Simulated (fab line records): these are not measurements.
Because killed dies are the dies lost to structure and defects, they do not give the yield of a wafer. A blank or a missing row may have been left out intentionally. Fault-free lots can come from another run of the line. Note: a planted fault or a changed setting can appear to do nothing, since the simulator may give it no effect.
A struck lot beside a sound one | flow n5_finfet | 28 out of 1938 route steps
Sound: the wafers L682.1, L682.3, L682.5. Struck: wafer L670.6. (L670.1, L670.4 of the same lot were not struck and are left out.) The cause comes at the end.
At each step with rows: each side's tool, then ch and its chambers, then its first start. Under that, the readings that differ: sound wafers | struck wafers | difference of the means | sigmas: that difference in standard deviations of wafers without a fault.
alike: readings whose means differ by less than 2 such deviations, and words and numbers that are the same on both sides. not compared: withheld readings, readings that some wafer has no value for, bounds like >300 that may hide the same value, and numbers for which the record gives no deviation and whose values overlap.
The two part at a step that has a row with sigmas, a row that says differs or no value, or rows on one side only. When numbers do not overlap yet have no deviation, they are printed without sigmas and do not part them. A reading that every wafer of one side lacks parts them only if that side has two wafers or more.

first, 11 steps without rows for these wafers: N5_STI_FIN_REVEAL_ALD_14 (deposits Si3N4, target thk 3 nm); N5_STI_FIN_REVEAL_FCVD_FILL_01 (material SiO2 flowable, target thk 312 nm, time 512.2 s); N5_STI_FIN_REVEAL_DENSIFY_02 (time 1800 s); N5_STI_FIN_REVEAL_CMP_04 (polishes, stops on Si3N4, t overpolish 4 s, target thk 131.83 nm); N5_STI_FIN_REVEAL_DENSIFY_30; N5_STI_FIN_REVEAL_ETCHBACK_08 (etches SiO2 in C4F6/O2, target depth 30.5 nm, time 10.167 s); N5_STI_FIN_REVEAL_STRIP_24 (strips in N2/H2, time 90 s); N5_STI_FIN_REVEAL_PRECLEAN_25 (cleans in SPM, time 90 s); N5_STI_FIN_REVEAL_PRECLEAN_26 (cleans in SC1, time 45 s); N5_STI_FIN_REVEAL_PRECLEAN_29 (cleans in DHF, time 30 s); N5_STI_FIN_REVEAL_SRD_12 (time 30 s).
N5_STI_FIN_REVEAL_RECESS_09: chemistry HF/NH3, target SiO2, afs cycles 11, target depth 42.5 nm, sublimation time 60 s.
  sound on vapor_etch-02 ch 0,1, day 7 21:56; struck on vapor_etch-02 ch 0, day 4 22:19
  alike: drypump_motor_current_A, foreline_p_Torr
then, 12 steps without rows for these wafers: N5_STI_FIN_REVEAL_STRIP_16 (strips SiNx in H3PO4, target depth 23.8 nm); N5_STI_FIN_REVEAL_PRECLEAN_17 (cleans in NF3:NH3, afs cycles 1, time 20 s, sublimation time 60 s); N5_STI_FIN_REVEAL_ETCH_34 (etches Si in H2, material Si, target depth 0.97 nm); N5_STI_FIN_REVEAL_OXIDATION_31 (chemistry O2 PLASMA REMOTE, time 20 s); N5_STI_FIN_REVEAL_PRECLEAN_32 (cleans in NF3:NH3, afs cycles 1, time 20 s, sublimation time 60 s); N5_STI_FIN_REVEAL_STRIP_35 (strips Si3N4 in H3PO4, target depth 4 nm, time 39 s); N5_STI_FIN_REVEAL_SRD_21 (time 30 s); N5_STI_FIN_REVEAL_OXIDATION_33 (chemistry O2 PLASMA REMOTE, time 20 s); N5_STI_FIN_REVEAL_CLEAN_19 (cleans in O3/DIW, time 120 s); N5_STI_FIN_REVEAL_SRD_23 (time 30 s); N5_STI_FIN_REVEAL_PRECLEAN_18 (cleans in SC2, time 45 s); N5_STI_FIN_REVEAL_SRD_28 (time 30 s).
N5_STI_FIN_REVEAL_INSPECT_13: inspects for defects (darkfield).
  sound: defect_inspect-02 at day 8 00:43; struck: defect_inspect-02 at day 5 01:05
  reading          | sound    | struck | difference | sigmas
  raw_defect_count | 33 28 21 | 520    | +493       | +91
then, 1 step without rows for these wafers: N5_DUMMY_GATE_PRECLEAN_00 (cleans in O3/DIW, time 60 s).
-- record jumps: 5 days separate the struck wafers' starts on either side; left off in module DUMMY_GATE, taken up again in module BEOL_M4, whose first shown step is the route's number 1111 --
N5_BEOL_M4_RC_MEAS_101:
  sound on prober-01 ch 0, day 13 13:13; struck on prober-02 ch 0, day 10 08:05
  reading       | sound          | struck | difference | sigmas
  SS_N (mV/dec) | 70.8 71.3 72.4 | 72.9   | +1.4       | +2
  alike: DIBL_N, DIBL_P, IOFF_N, IOFF_P, ION_N, ION_P, SS_P, VT_N, VT_P
-- a jump in the record: the struck wafers' starts before and after are 4 days apart (it breaks off in module BEOL_M4 and resumes in module PASSIVATION, where the first step shown is number 1936 of the route) --
N5_PASSIVATION_PROBE_49:
  sound: prober-01 at day 18 05:46; struck: prober-02 at day 14 19:05
  reading                  | sound          | struck | difference | sigmas
  defect_limited_yield (%) | 89.8 85.9 91.6 | 84.9   | -4.2       | -3
  killed_at_front_end      | 53 101 57      | 128    | +58        | +4
  killed_dies              | 120 166 99     | 178    | +50        | +3
  killed_on_rim            | 15 26 19       | 30     | +10        | +2
  sort_bin_5_function (%)  | 5.6 8.2 4.5    | 9.7    | +3.6       | +3
  sort_n_pass              | 1060 1014 1081 | 1002   | -50        | -3
  sort_yield_pct (%)       | 89.8 85.9 91.6 | 84.9   | -4.2       | -3
  alike: killed_at_M0_to_M3, killed_at_M4_up, killed_at_contacts, killed_at_other, killed_open, killed_short, sort_bin_4_leakage, sort_bin_6_memory

## WHERE THEY PART
Last at N5_PASSIVATION_PROBE_49 as far as this record goes, first at N5_STI_FIN_REVEAL_INSPECT_13.

WHY: what the simulator had put in
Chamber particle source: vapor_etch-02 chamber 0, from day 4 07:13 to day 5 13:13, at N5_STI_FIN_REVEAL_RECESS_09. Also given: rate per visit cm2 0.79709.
